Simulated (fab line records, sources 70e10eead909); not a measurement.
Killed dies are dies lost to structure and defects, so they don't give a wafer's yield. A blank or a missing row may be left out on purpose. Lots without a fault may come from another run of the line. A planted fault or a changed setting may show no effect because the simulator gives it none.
Which tool did it? | flow nand_harc | 13 lots, 39 wafers sampled, at 5 steps of a route of 1159

WHAT THE GAUGES READ, wafer by wafer
NHARC_P_STI_INSPECT_11. Usual: raw_defect_count 5.2, standard deviation 2.6.
lot  | measured    | on                | raw_defect_count | flag
L800 | day 2 13:43 | defect_inspect-01 | 7 6 8            |
L801 | day 2 13:53 | defect_inspect-02 | 6 5 4            |
L803 | day 3 05:12 | defect_inspect-02 | 4 4 6            |
L805 | day 3 17:23 | defect_inspect-02 | 6 9 7            |
L806 | day 4 04:58 | defect_inspect-01 | 9 7 7            |
L813 | day 5 20:20 | defect_inspect-01 | 6 9 9            |
L815 | day 6 12:56 | defect_inspect-01 | 9 6 4            |
L816 | day 6 13:06 | defect_inspect-02 | 6 7 2            |
L818 | day 6 20:53 | defect_inspect-01 | 0 7 6            |
L820 | day 7 10:58 | defect_inspect-01 | 6 2 1            |
L821 | day 7 17:36 | defect_inspect-01 | 0 8 2            |
L823 | day 8 01:43 | defect_inspect-02 | 6 4 3            |
L822 | day 8 01:44 | defect_inspect-01 | 6 6 8            |

NHARC_P_STI_INSPECT_25. Usual: raw_defect_count 229, standard deviation 84.
lot  | measured    | on                | raw_defect_count | flag
L800 | day 3 21:37 | defect_inspect-01 | 157 298 264      |
L801 | day 3 21:37 | defect_inspect-02 | 205 220 192      |
L803 | day 4 10:31 | defect_inspect-02 | 209 224 162      |
L805 | day 4 18:55 | defect_inspect-01 | 286 158 297      |
L806 | day 5 08:15 | defect_inspect-02 | 167 155 306      |
L813 | day 7 02:40 | defect_inspect-01 | 285 564 333      |
L815 | day 7 20:17 | defect_inspect-01 | 420 230 327      |
L816 | day 7 20:17 | defect_inspect-02 | 194 178 150      |
L818 | day 8 01:47 | defect_inspect-01 | 152 195 257      |
L820 | day 8 17:34 | defect_inspect-01 | 293 241 227      |
L821 | day 9 01:01 | defect_inspect-01 | 215 272 229      |
L823 | day 9 09:04 | defect_inspect-01 | 266 193 146      |
L822 | day 9 09:04 | defect_inspect-02 | 295 141 345      |

NHARC_END_SORT_01. Usual: killed_at_array 28, standard deviation 11; killed_at_other 0.8, standard deviation 1.1; killed_at_periphery 3.3, standard deviation 2.8; killed_dies 32, standard deviation 11; killed_open 3.3, standard deviation 1.9; killed_short 1.9, standard deviation 1.4.
lot  | measured     | on        | killed_at_array | killed_at_other | killed_at_periphery | killed_dies | killed_open | killed_short | flag
L813 | day 22 14:04 | prober-01 | 37 39 36        | 0 0 0           | 640 638 641         | 677 677 677 | 2 3 2       | 5 3 3        | OFF
L815 | day 24 01:09 | prober-02 | 46 49 48        | 1 0 1           | 630 628 628         | 677 677 677 | 4 1 1       | 3 1 2        | OFF
L816 | day 24 01:06 | prober-01 | 18 9 14         | 0 0 0           | 659 668 663         | 677 677 677 | 1 4 1       | 2 1 1        | OFF
L818 | day 24 08:58 | prober-02 | 40 39 41        | 1 1 0           | 1 0 0               | 42 40 41    | 3 1 2       | 0 1 2        |

WHICH TOOL RAN EACH LOT (tool, then ch and the chambers of the sampled wafers, then the start)
lot  | NHARC_P_STI_DESCUM_14             | NHARC_P_GATE_ETCH_114
L800 | rie_diel-06 ch 0,1, day 2 13:51   | rie_diel-02 ch 0,2,3, day 4 20:00
L801 | rie_diel-03 ch 1,3, day 2 14:02   | rie_diel-07 ch 2,3, day 4 21:00
L803 | rie_diel-03 ch 0,2,3, day 3 05:22 | rie_diel-02 ch 2,3, day 5 09:00
L805 | rie_diel-03 ch 1,2,3, day 3 17:31 | rie_diel-07 ch 0,1, day 5 17:00
L806 | rie_diel-03 ch 1,2,3, day 4 05:06 | rie_diel-04 ch 0,1,2, day 6 11:00
L813 | rie_diel-03 ch 2,3, day 5 20:28   | rie_diel-07 ch 1,2,3, day 8 02:00
L815 | rie_diel-03 ch 2,3, day 6 13:05   | rie_diel-02 ch 2,3, day 8 20:00
L816 | rie_diel-06 ch 0,1,2, day 6 13:14 | rie_diel-04 ch 1,2, day 8 20:00
L818 | rie_diel-06 ch 0,1,3, day 6 21:01 | rie_diel-02 ch 0,2,3, day 9 02:00
L820 | rie_diel-06 ch 0,2,3, day 7 11:07 | rie_diel-04 ch 0,2, day 9 16:00
L821 | rie_diel-03 ch 1,2,3, day 7 17:46 | rie_diel-04 ch 0,1, day 9 23:00
L823 | rie_diel-06 ch 0,1,3, day 8 01:50 | rie_diel-04 ch 0,1,2, day 10 07:00
L822 | rie_diel-06 ch 0,2,3, day 8 01:53 | rie_diel-02 ch 1,2,3, day 10 07:00
- NHARC_P_STI_DESCUM_14: chemistry O2, time 3 s.
- NHARC_P_GATE_ETCH_114: etches the open film in CF4/O2, target depth 30 nm, overetch 3 nm, time 16.5 s.

WHAT THE TOOLS THEMSELVES READ (means of the sampled wafers that have a number; where no wafer has one, the mark that the record gives instead)
NHARC_P_STI_DESCUM_14. Usual: drypump_motor_current_A 6.0 A, standard deviation 0.44; oes_product_au 0.995 a.u., standard deviation 0.012; rf_vpp_V 57.7 V, standard deviation 0.86; showerhead_plenum_p_Torr 1.89 Torr, standard deviation 0.07; throttle_valve_pct 11.312 %, standard deviation 0.0088.
lot  | tool        | drypump_motor_current_A (A) | oes_product_au (a.u.) | rf_vpp_V (V) | showerhead_plenum_p_Torr (Torr) | throttle_valve_pct (%) | flag
L800 | rie_diel-06 | 6.0                         | 1.000                 | 58.5         | 1.94                            | 11.315                 |
L801 | rie_diel-03 | 5.5                         | 0.982                 | 57.7         | 1.84                            | 11.301                 |
L803 | rie_diel-03 | 5.9                         | 0.990                 | 57.2         | 1.89                            | 11.317                 |
L805 | rie_diel-03 | 5.6                         | 0.991                 | 57.9         | 1.87                            | 11.322                 |
L806 | rie_diel-03 | 5.6                         | 0.999                 | 57.7         | 1.87                            | 11.311                 |
L813 | rie_diel-03 | 5.7                         | 0.991                 | 57.1         | 1.83                            | 11.309                 |
L815 | rie_diel-03 | 5.8                         | 0.991                 | 57.2         | 1.86                            | 11.312                 |
L816 | rie_diel-06 | 6.2                         | 0.998                 | 58.6         | 1.89                            | 11.320                 |
L818 | rie_diel-06 | 6.2                         | 0.990                 | 57.3         | 1.88                            | 11.311                 |
L820 | rie_diel-06 | 6.3                         | 0.989                 | 56.8         | 1.86                            | 11.316                 |
L821 | rie_diel-03 | 5.6                         | 0.995                 | 57.6         | 1.87                            | 11.304                 |
L823 | rie_diel-06 | 6.2                         | 1.001                 | 57.1         | 1.88                            | 11.310                 |
L822 | rie_diel-06 | 6.3                         | 0.990                 | 57.9         | 1.86                            | 11.324                 |

NHARC_P_GATE_ETCH_114. Usual: bias_w 100.0 W, standard deviation 0.32; cf4_flow_sccm 80.02 sccm, standard deviation 0.22; drypump_motor_current_A 5.7 A, standard deviation 0.47; oes_product_au 1.002 a.u., standard deviation 0.012; rf_vpp_V 198.1 V, standard deviation 1.3; showerhead_plenum_p_Torr 1.34 Torr, standard deviation 0.047; throttle_valve_pct 13.397 %, standard deviation 0.0087.
lot  | tool        | bias_w (W) | cf4_flow_sccm (sccm) | drypump_motor_current_A (A) | oes_product_au (a.u.) | rf_vpp_V (V) | showerhead_plenum_p_Torr (Torr) | throttle_valve_pct (%) | flag
L800 | rie_diel-02 | 99.9       | 80.05                | 5.7                         | 0.982                 | 198.0        | 1.33                            | 13.396                 |
L801 | rie_diel-07 | 100.3      | 80.00                | 6.0                         | 1.005                 | 199.8        | 1.37                            | 13.393                 |
L803 | rie_diel-02 | 99.8       | 79.92                | 5.6                         | 0.986                 | 198.6        | 1.35                            | 13.387                 |
L805 | rie_diel-07 | 100.0      | 79.82                | 5.6                         | 1.008                 | 199.3        | 1.39                            | 13.392                 |
L806 | rie_diel-04 | 99.6       | 80.21                | 5.4                         | 0.999                 | 197.8        | 1.32                            | 13.390                 |
L813 | rie_diel-07 | -          | -                    | -                           | -                     | -            | -                               | -                      | OFF
L815 | rie_diel-02 | -          | -                    | -                           | -                     | -            | -                               | -                      | OFF
L816 | rie_diel-04 | -          | -                    | -                           | -                     | -            | -                               | -                      | OFF
L818 | rie_diel-02 | 100.1      | 80.10                | 5.7                         | 1.006                 | 197.4        | 1.32                            | 13.405                 |
L820 | rie_diel-04 | 100.2      | 80.11                | 5.4                         | 0.999                 | 197.1        | 1.29                            | 13.403                 |
L821 | rie_diel-04 | 100.1      | 79.93                | 5.4                         | 1.004                 | 198.2        | 1.33                            | 13.394                 |
L823 | rie_diel-04 | 99.9       | 80.01                | 5.4                         | 0.999                 | 197.6        | 1.31                            | 13.393                 |
L822 | rie_diel-02 | 100.2      | 79.69                | 5.7                         | 0.999                 | 197.9        | 1.33                            | 13.391                 |

THE ANSWER, worked out from the rows above alone
Rule: a lot is off if the mean of its wafers that have a number lies more than 3 standard deviations from the usual mean. A lot without any number at a reading at which 4 lots or more have one is off too. The other lots that the step has rows for count as sound. The gauges are gone through in route order, then the tools' own readings, and for those a lot's mean is taken as printed above. The first step at which some lot is off is used, and at that step the reading that is off furthest; a lot without a number counts as furthest.
Off: L813, L815, L816, at NHARC_END_SORT_01 (killed_at_periphery). Neither off nor sound, because the step has no rows for them: L800, L801, L803, L805, L806, L820, L821, L823, L822.
A tool fits if, at a process step before that reading, it ran every lot that is off, and no sound lot after the first of them. The gauges at NHARC_END_SORT_01 aren't tried: what is off there is off at NHARC_P_GATE_ETCH_114 too, on other tools, and a gauge's error can't cause that. None of those tried fits.

WHAT THE SIMULATOR HAD PUT IN
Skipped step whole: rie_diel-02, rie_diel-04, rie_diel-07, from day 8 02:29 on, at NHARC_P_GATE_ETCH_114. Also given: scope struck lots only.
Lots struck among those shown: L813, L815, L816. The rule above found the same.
